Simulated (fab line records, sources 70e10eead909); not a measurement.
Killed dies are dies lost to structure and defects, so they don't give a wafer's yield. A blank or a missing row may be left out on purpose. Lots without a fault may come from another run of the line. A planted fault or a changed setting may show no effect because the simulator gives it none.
Chamber matching | flow nand_harc | NHARC_P_CONTACT_CMP_01 on cmp-03: 4 sister chambers
The step polishes SiO2, target thk 200 nm. 4 wafers are shown with their chamber, then 12 later ones without.

WAFERS WITH THEIR CHAMBER
wafer  | chamber | motor_current_A (A)
L083.2 | 2       | 11.3
L085.2 | 1       | 10.7
L085.3 | 0       | 10.7
L085.6 | 3       | 11.0

WAFERS WITHOUT THEIR CHAMBER
wafer  | motor_current_A (A)
L089.2 | 10.9
L089.5 | 10.5
L089.6 | 11.0
L090.2 | 11.0
L090.5 | 10.8
L090.6 | 10.7
L093.1 | 10.6
L093.4 | 11.0
L093.6 | 10.4
L095.2 | 10.7
L095.5 | 11.1
L095.6 | 10.8

WHICH CHAMBER EACH WENT THROUGH
wafer  | from the rows above          | in truth
L089.2 | can't be placed: 3 or 0 or 1 | 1
L089.5 | can't be placed: 0 or 1      | 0
L089.6 | 3                            | 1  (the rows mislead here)
L090.2 | 3                            | 3
L090.5 | can't be placed: 0 or 1 or 3 | 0
L090.6 | can't be placed: 0 or 1      | 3
L093.1 | can't be placed: 0 or 1      | 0
L093.4 | 3                            | 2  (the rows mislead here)
L093.6 | can't be placed: 0 or 1      | 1
L095.2 | can't be placed: 0 or 1      | 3
L095.5 | can't be placed: 3 or 2      | 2
L095.6 | can't be placed: 0 or 1 or 3 | 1
Placed correctly: 1 of 12. Can't be placed from these rows: 9 (the true chamber is among the candidates in 7). Placed wrongly: 2.
How it was worked out, from the rows above alone: a wafer's distance from a chamber is the root of the sum, over the readings, of the square of ((its reading less the chamber's mean) divided by the reading's scatter). The wafer belongs to the nearest chamber; if the next one is less than 2 further off, it can't be placed. A chamber's mean is the mean of its shown wafers. The scatter: with one shown wafer a chamber, the root of the mean of the squares of how far each hidden wafer lies from its nearest shown one.
